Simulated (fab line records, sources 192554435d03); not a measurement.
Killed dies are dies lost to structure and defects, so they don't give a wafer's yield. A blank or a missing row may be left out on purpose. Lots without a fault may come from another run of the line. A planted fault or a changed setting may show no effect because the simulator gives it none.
One fault seen from 3 desks | flow n5_finfet | each desk has only its own numbers; what lay behind them comes last

THE TOOL OWNER'S DESK: rie_diel-05
The tool's own readings at N5_BEOL_M7_ETCH_66 (etches SOC in N2/H2, target depth 80 nm, overetch 16 nm, time 120 s): means of the sampled wafers that have a number, for each lot that ran on this tool. A lot is out of limits, marked OUT, if its mean lies more than 4 standard deviations from the usual mean; the brackets give that distance.
Columns: A = drypump_motor_current_A at N5_BEOL_M7_ETCH_66, usual 5.8 A; B = oes_product_au at N5_BEOL_M7_ETCH_66, usual 0.62 a.u.; C = rf_vpp_V at N5_BEOL_M7_ETCH_66, usual 524.8 V; D = run_length_s at N5_BEOL_M7_ETCH_66, usual 143.2 s; E = showerhead_plenum_p_Torr at N5_BEOL_M7_ETCH_66, usual 2.57 Torr; F = throttle_valve_pct at N5_BEOL_M7_ETCH_66, usual 17.81 %
lot  | first seen here | A   | B    | C     | D               | E    | F
L397 | day 11 22:00    | 5.4 | 0.56 | 521.5 | 143.2           | 2.44 | 17.67
L408 | day 14 20:06    | 5.8 | 0.79 | 525.5 | 127.9 (-48) OUT | 2.58 | 17.63
L406 | day 14 23:17    | 5.9 | 0.71 | 524.4 | 127.8 (-48) OUT | 2.54 | 17.73
L411 | day 15 09:26    | 5.9 | 0.81 | 525.1 | 127.7 (-48) OUT | 2.59 | 17.67
This desk's finding: out of limits on L406, L408, L411; first on L408, day 14 20:06 (run_length_s at N5_BEOL_M7_ETCH_66). In limits: L397.

THE DEFECT DESK
What the inspections along the route counted, lot by lot: means of the sampled wafers that have a number. A lot is out of limits, marked OUT, if its mean lies more than 4 standard deviations from the usual mean; the brackets give that distance.
Columns: A = raw_defect_count at N5_BEOL_M7_INSPECT_30, usual 455
lot  | first seen here | A
L397 | day 11 21:53    | 541
L400 | day 12 06:28    | 597
L408 | day 14 19:59    | 484
L406 | day 14 23:10    | 448
L411 | day 15 09:19    | 447
L413 | day 16 00:57    | 503
L414 | day 16 05:06    | 343
This desk's finding: nothing out of limits on any of the 7 lots.

THE METROLOGY DESK
What the gauges read, lot by lot, whatever tool the lot ran on: means of the sampled wafers that have a number. A lot is out of limits, marked OUT, if its mean lies more than 4 standard deviations from the usual mean; the brackets give that distance.
Columns: A = cd_nm at N5_BEOL_M7_CD_MEAS_28, usual 39.99 nm; B = V6_OVL at N5_BEOL_M7_OVL_MEAS_29, usual -0.1 nm
lot  | first seen here | A     | B
L397 | day 11 21:48    | 40.16 | -0.3
L400 | day 12 06:22    | 39.94 | -0.7
L408 | day 14 19:54    | 39.80 | 0.0
L406 | day 14 23:04    | 39.97 | 0.6
L411 | day 15 09:14    | 40.03 | 0.4
L413 | day 16 00:52    | 39.87 | -0.5
L414 | day 16 05:01    | 39.95 | -0.6
This desk's finding: nothing out of limits on any of the 7 lots.

PUT TOGETHER
The tool owner's desk could have raised an alarm at day 14 20:06, on L406, L408, L411.
The defect desk saw nothing out of limits.
The metrology desk saw nothing out of limits.
The defect desk has L406, L408, L411 on record, within its limits.
The metrology desk has L406, L408, L411 on record, within its limits.
Of the lots named, all ran N5_BEOL_M7_ETCH_66 on rie_diel-05.

WHAT THE SIMULATOR HAD PUT IN
Process parameter drift: rie_diel-05, from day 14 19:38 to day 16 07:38, at N5_BEOL_M7_ETCH_66. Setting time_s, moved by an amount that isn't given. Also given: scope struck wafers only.
Lots struck among those shown: L406, L408, L411.
Hours from the fault's start to each desk's first reading out of limits: the tool owner's desk, 0.
